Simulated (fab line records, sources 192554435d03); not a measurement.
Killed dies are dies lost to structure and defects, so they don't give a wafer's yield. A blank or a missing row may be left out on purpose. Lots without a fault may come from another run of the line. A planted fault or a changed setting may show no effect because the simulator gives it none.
Which tool did it? | flow n5_finfet | 11 lots, 33 wafers sampled, at 4 steps of a route of 1938

WHAT THE GAUGES READ, wafer by wafer
The record holds no reading of a measuring or inspecting step that can be judged against a usual standard deviation.

WHICH TOOL RAN EACH LOT (tool, then ch and the chambers of the sampled wafers, then the start)
lot  | N5_BEOL_M9_ANNEAL_51             | N5_BEOL_M10_ILD_DEP_00          | N5_BEOL_M10_CURE_71           | N5_BEOL_M10_COAT_59
L358 | rtp_anneal-02 ch 0, day 10 02:15 | pecvd-01 ch 0,1,2, day 10 03:03 | uv_cure-02 ch 0, day 10 03:08 | litho_track-05 ch 0, day 10 04:47
L361 | rtp_anneal-01 ch 0, day 10 08:02 | pecvd-01 ch 1,2, day 10 08:52   | uv_cure-01 ch 1, day 10 08:59 | litho_track-05 ch 0, day 10 10:02
L360 | rtp_anneal-02 ch 0, day 10 10:07 | pecvd-04 ch 0,1, day 10 10:51   | uv_cure-02 ch 2, day 10 11:02 | litho_track-01 ch 0, day 10 13:50
L362 | rtp_anneal-02 ch 0, day 11 01:22 | pecvd-04 ch 0,2, day 11 02:10   | uv_cure-01 ch 2, day 11 02:14 | litho_track-05 ch 0, day 11 04:19
L371 | rtp_anneal-01 ch 0, day 13 05:09 | pecvd-04 ch 0,1, day 13 05:53   | uv_cure-03 ch 1, day 13 06:03 | litho_track-03 ch 0, day 13 08:03
L373 | rtp_anneal-02 ch 0, day 14 15:37 | pecvd-02 ch 0,2, day 14 16:22   | uv_cure-01 ch 2, day 14 16:31 | litho_track-05 ch 0, day 14 18:28
L375 | rtp_anneal-01 ch 0, day 14 16:08 | pecvd-04 ch 0,1, day 14 16:55   | uv_cure-03 ch 0, day 14 17:00 | litho_track-05 ch 0, day 14 18:35
L376 | rtp_anneal-02 ch 0, day 15 05:20 | pecvd-02 ch 1,2, day 15 06:08   | uv_cure-03 ch 0, day 15 06:13 | litho_track-01 ch 0, day 15 08:14
L378 | rtp_anneal-02 ch 0, day 15 17:47 | pecvd-04 ch 1,2, day 15 18:32   | uv_cure-03 ch 0, day 15 18:41 | litho_track-01 ch 0, day 15 21:49
L380 | rtp_anneal-02 ch 0, day 15 18:01 | pecvd-01 ch 0,1, day 15 18:56   | uv_cure-03 ch 1, day 15 19:05 | litho_track-03 ch 0, day 15 21:56
L379 | rtp_anneal-02 ch 0, day 15 23:41 | pecvd-02 ch 0,1, day 16 00:26   | uv_cure-03 ch 1, day 16 00:35 | litho_track-01 ch 0, day 16 01:15
- N5_BEOL_M9_ANNEAL_51: time 90 s.
- N5_BEOL_M10_ILD_DEP_00: deposits SiCOH lowk from DEMS/porogen, target thk 308.51 nm, time 58 s.
- N5_BEOL_M10_CURE_71: cures SiCOH lowk, time 240 s.
- N5_BEOL_M10_COAT_59: time 60 s, resist thk 100 nm.

WHAT THE TOOLS THEMSELVES READ (means of the sampled wafers that have a number; where no wafer has one, the mark that the record gives instead)
N5_BEOL_M9_ANNEAL_51. Usual: wafer_temp_C_max 225.92, standard deviation 0.21.
lot  | tool          | wafer_temp_C_max | flag
L358 | rtp_anneal-02 | 225.77           |
L361 | rtp_anneal-01 | 226.01           |
L360 | rtp_anneal-02 | 225.95           |
L362 | rtp_anneal-02 | 225.58           |
L371 | rtp_anneal-01 | 226.25           |
L373 | rtp_anneal-02 | 225.61           |
L375 | rtp_anneal-01 | 225.87           |
L376 | rtp_anneal-02 | 225.89           |
L378 | rtp_anneal-02 | 225.86           |
L380 | rtp_anneal-02 | 225.86           |
L379 | rtp_anneal-02 | 225.81           |

N5_BEOL_M10_ILD_DEP_00. Usual: heater_power_w 301 W, standard deviation 73; showerhead_plenum_p_Torr 5.735 Torr, standard deviation 0.013; throttle_valve_pct 13.7 %, standard deviation 0.79.
lot  | tool     | heater_power_w (W) | showerhead_plenum_p_Torr (Torr) | throttle_valve_pct (%) | flag
L358 | pecvd-01 | 245                | 5.733                           | 13.7                   |
L361 | pecvd-01 | 318                | 5.726                           | 13.7                   |
L360 | pecvd-04 | 289                | 5.729                           | 13.7                   |
L362 | pecvd-04 | 308                | 5.733                           | 13.5                   |
L371 | pecvd-04 | 296                | 5.724                           | 14.0                   |
L373 | pecvd-02 | 366                | 5.717                           | 14.5                   |
L375 | pecvd-04 | 301                | 5.731                           | 14.0                   |
L376 | pecvd-02 | 305                | 5.752                           | 14.4                   |
L378 | pecvd-04 | 338                | 5.727                           | 13.4                   |
L380 | pecvd-01 | 299                | 5.738                           | 14.4                   |
L379 | pecvd-02 | 305                | 5.733                           | 14.6                   |

N5_BEOL_M10_CURE_71. Usual: lamp_power_pct 52.32 %, standard deviation 0.056; wafer_temp_C_max 386.4, standard deviation 0.37.
lot  | tool       | lamp_power_pct (%) | wafer_temp_C_max | flag
L358 | uv_cure-02 | 52.34              | 386.1            |
L361 | uv_cure-01 | 52.29              | 386.2            |
L360 | uv_cure-02 | 52.35              | 386.2            |
L362 | uv_cure-01 | 52.34              | 387.2            |
L371 | uv_cure-03 | 52.27              | 386.4            |
L373 | uv_cure-01 | 52.37              | 386.7            |
L375 | uv_cure-03 | 52.34              | 386.5            |
L376 | uv_cure-03 | 52.33              | 386.4            |
L378 | uv_cure-03 | 52.36              | 386.8            |
L380 | uv_cure-03 | 52.35              | 386.7            |
L379 | uv_cure-03 | 52.33              | 386.2            |

N5_BEOL_M10_COAT_59. Usual: heater_power_total_W 500.4 W, standard deviation 1.7; plate_temp_C 250.01 C, standard deviation 0.16; spin_speed_rpm 1500.3 rpm, standard deviation 1.
lot  | tool           | heater_power_total_W (W) | plate_temp_C (C) | spin_speed_rpm (rpm) | flag
L358 | litho_track-05 | 501.1                    | 250.25           | 1500.9               |
L361 | litho_track-05 | 491.0                    | 246.04           | 1500.0               | OFF
L360 | litho_track-01 | 501.2                    | 249.88           | 1499.6               |
L362 | litho_track-05 | 491.4                    | 246.09           | 1501.0               | OFF
L371 | litho_track-03 | 500.6                    | 249.94           | 1499.5               |
L373 | litho_track-05 | 499.9                    | 250.03           | 1500.9               |
L375 | litho_track-05 | 501.6                    | 250.08           | 1499.5               |
L376 | litho_track-01 | 500.5                    | 250.04           | 1500.5               |
L378 | litho_track-01 | 499.2                    | 249.92           | 1499.9               |
L380 | litho_track-03 | 498.6                    | 249.79           | 1500.8               |
L379 | litho_track-01 | 501.0                    | 250.31           | 1501.5               |

THE ANSWER, worked out from the rows above alone
Rule: a lot is off if the mean of its wafers that have a number lies more than 3 standard deviations from the usual mean. A lot without any number at a reading at which 4 lots or more have one is off too. The other lots that the step has rows for count as sound. The gauges are gone through in route order, then the tools' own readings, and for those a lot's mean is taken as printed above. The first step at which some lot is off is used, and at that step the reading that is off furthest; a lot without a number counts as furthest.
Off: L361, L362, at N5_BEOL_M10_COAT_59 (plate_temp_C).
A tool fits if, at that step or a process step before it, it ran every lot that is off, and no sound lot after the first of them. None of those tried fits.

WHAT THE SIMULATOR HAD PUT IN
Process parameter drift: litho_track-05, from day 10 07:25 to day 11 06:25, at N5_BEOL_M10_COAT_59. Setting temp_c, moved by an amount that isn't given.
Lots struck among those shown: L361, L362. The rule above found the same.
